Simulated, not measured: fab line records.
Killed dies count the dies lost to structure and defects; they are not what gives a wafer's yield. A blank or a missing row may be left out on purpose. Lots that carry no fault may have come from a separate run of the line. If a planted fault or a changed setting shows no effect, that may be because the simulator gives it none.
One fault through the eyes of 2 desks / flow n5Finfet / every desk sees just its own numbers, and what lay behind them comes last

## DESK OF THE TOOL OWNER: rieMetal-02
The tool's own readings at N5_GATE_CUT_CUT_ETCH_54 (etches TiN in Cl2/BCl3, target depth 96.7 nm): means of the sampled wafers that have a number, for each lot that ran on this tool. Marked OUT: a lot whose mean sits more than 4 standard deviations from the usual mean, which makes it out of limits; the brackets give that distance.
Columns: A = bcl3FlowSccm at N5_GATE_CUT_CUT_ETCH_54, usual 21.75 sccm; B = drypumpMotorCurrentA at N5_GATE_CUT_CUT_ETCH_54, usual 5.8 A; C = etchRfOnTimeS at N5_GATE_CUT_CUT_ETCH_54, usual 37.4 s; D = oesProductAu at N5_GATE_CUT_CUT_ETCH_54, usual 0.72 a.u.; E = throttleValvePct at N5_GATE_CUT_CUT_ETCH_54, usual 22.24 %
lot=L729; first seen here=day 4 11:20; A=21.70; B=6.6; C=36.7; D=0.54; E=22.41
lot=L734; first seen here=day 5 17:56; A=21.76; B=6.2; C=37.3; D=0.57; E=22.46
lot=L742; first seen here=day 8 00:25; A=21.77; B=6.0; C=42.8 (+5.8) OUT; D=0.69; E=22.36
lot=L743; first seen here=day 8 03:18; A=21.69; B=6.6; C=41.8 (+4.7) OUT; D=0.80; E=22.10
This desk finds L742, L743 out of limits, L742 being first, at day 8 00:25 (etchRfOnTimeS at N5_GATE_CUT_CUT_ETCH_54). In limits: L729, L734.

## FROM THE METROLOGY DESK
What the gauges read for every lot (on any tool): the sampled wafers with a number, averaged. Marked OUT: a lot whose mean sits more than 4 standard deviations from the usual mean, which makes it out of limits; the brackets give that distance. 7 of its 10 readings are shown, namely those furthest out on some lot.
Columns: A = DIBL_P at N5_BEOL_M4_RC_MEAS_101, usual 35.6 mV/V; B = IOFF_N at N5_BEOL_M4_RC_MEAS_101, usual 0.15 nA/um; C = IOFF_P at N5_BEOL_M4_RC_MEAS_101, usual 0.19 nA/um; D = ION_P at N5_BEOL_M4_RC_MEAS_101, usual 455 uA/um; E = SS_N at N5_BEOL_M4_RC_MEAS_101, usual 71.5 mV/dec; F = VT_N at N5_BEOL_M4_RC_MEAS_101, usual 251 mV; G = VT_P at N5_BEOL_M4_RC_MEAS_101, usual -253 mV
lot=L729; first seen here=day 8 22:11; A=35.4; B=0.15; C=0.21; D=459; E=70.6; F=250; G=-250
lot=L733; first seen here=day 9 23:53; A=36.2; B=0.18; C=0.22; D=460; E=71.6; F=250; G=-251
lot=L734; first seen here=day 11 01:40; A=35.5; B=0.15; C=0.19; D=449; E=72.2; F=254; G=-252
lot=L743; first seen here=day 13 10:13; A=36.7; B=0.15; C=0.20; D=460; E=71.2; F=252; G=-250
lot=L742; first seen here=day 13 16:22; A=38.0; B=0.16; C=0.20; D=453; E=71.7; F=252; G=-250
lot=L749; first seen here=day 14 10:26; A=35.0; B=0.14; C=0.19; D=454; E=71.9; F=254; G=-253
lot=L748; first seen here=day 14 19:54; A=37.1; B=0.18; C=0.21; D=457; E=72.0; F=247; G=-252
lot=L751; first seen here=day 14 21:43; A=35.4; B=0.13; C=0.15; D=445; E=71.4; F=255; G=-261
lot=L752; first seen here=day 16 01:31; A=34.6; B=0.14; C=0.20; D=460; E=71.2; F=251; G=-250
This desk's finding: nothing out of limits on any of the 9 lots.

## PUT TOGETHER
The tool owner's desk had the chance to raise an alarm at day 8 00:25 on L742, L743.
Nothing out of limits was seen by the metrology desk.
The metrology desk holds a record of L742, L743, inside its limits.
Every lot named ran N5_GATE_CUT_CUT_ETCH_54 on rieMetal-02.

## WHAT THE SIMULATOR HAD INSERTED
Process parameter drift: rieMetal-02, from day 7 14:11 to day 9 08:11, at N5_GATE_CUT_CUT_ETCH_54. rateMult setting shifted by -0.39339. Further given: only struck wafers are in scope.
Shown lots that were struck: L742, L743.
Delay in hours, fault start to first out-of-limits reading, by desk: the tool owner's desk at 10.
